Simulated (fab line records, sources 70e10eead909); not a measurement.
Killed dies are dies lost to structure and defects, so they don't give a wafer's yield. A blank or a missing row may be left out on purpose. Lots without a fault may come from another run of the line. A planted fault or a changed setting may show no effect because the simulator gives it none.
Chamber matching | flow nand_harc | NHARC_A_CHANNEL_HOLE_D2_ETCH_38 on rie_diel-01: 4 sister chambers
The step etches the open film in CF4, target depth 39 nm, time 65 s. 8 wafers are shown with their chamber, then 8 later ones without.

WAFERS WITH THEIR CHAMBER
wafer  | chamber | drypump_motor_current_A (A) | rf_vpp_V (V)
L848.6 | 3       | 6.5                         | 151.3
L849.5 | 3       | 6.5                         | 150.8
L855.3 | 1       | 5.6                         | 151.6
L855.5 | 0       | 6.4                         | 153.1
L860.1 | 1       | 5.5                         | 150.0
L860.4 | 2       | 5.4                         | 151.4
L860.5 | 2       | 5.4                         | 151.1
L861.1 | 0       | 6.4                         | 152.4

WAFERS WITHOUT THEIR CHAMBER
wafer  | drypump_motor_current_A (A) | rf_vpp_V (V)
L861.5 | 5.6                         | 150.8
L861.6 | 5.4                         | 151.2
L862.2 | 6.5                         | 149.7
L862.3 | 6.4                         | 152.7
L862.5 | 5.4                         | 151.1
L863.3 | 6.5                         | 150.1
L863.4 | 6.5                         | 151.5
L863.5 | 6.4                         | 153.9

WHICH CHAMBER EACH WENT THROUGH
wafer  | from the rows above | in truth
L861.5 | 1                   | 1
L861.6 | 2                   | 2
L862.2 | 3                   | 3
L862.3 | 0                   | 0
L862.5 | 2                   | 2
L863.3 | 3                   | 3
L863.4 | 3                   | 3
L863.5 | 0                   | 0
Placed correctly: 8 of 8. Can't be placed from these rows: 0. Placed wrongly: 0.
How it was worked out, from the rows above alone: a wafer's distance from a chamber is the root of the sum, over the readings, of the square of ((its reading less the chamber's mean) divided by the reading's scatter). The wafer belongs to the nearest chamber; if the next one is less than 2 further off, it can't be placed. A chamber's mean is the mean of its shown wafers. The scatter: the root of (the sum of the squares of (reading less its chamber's mean) over the shown wafers, divided by (wafers less chambers)).
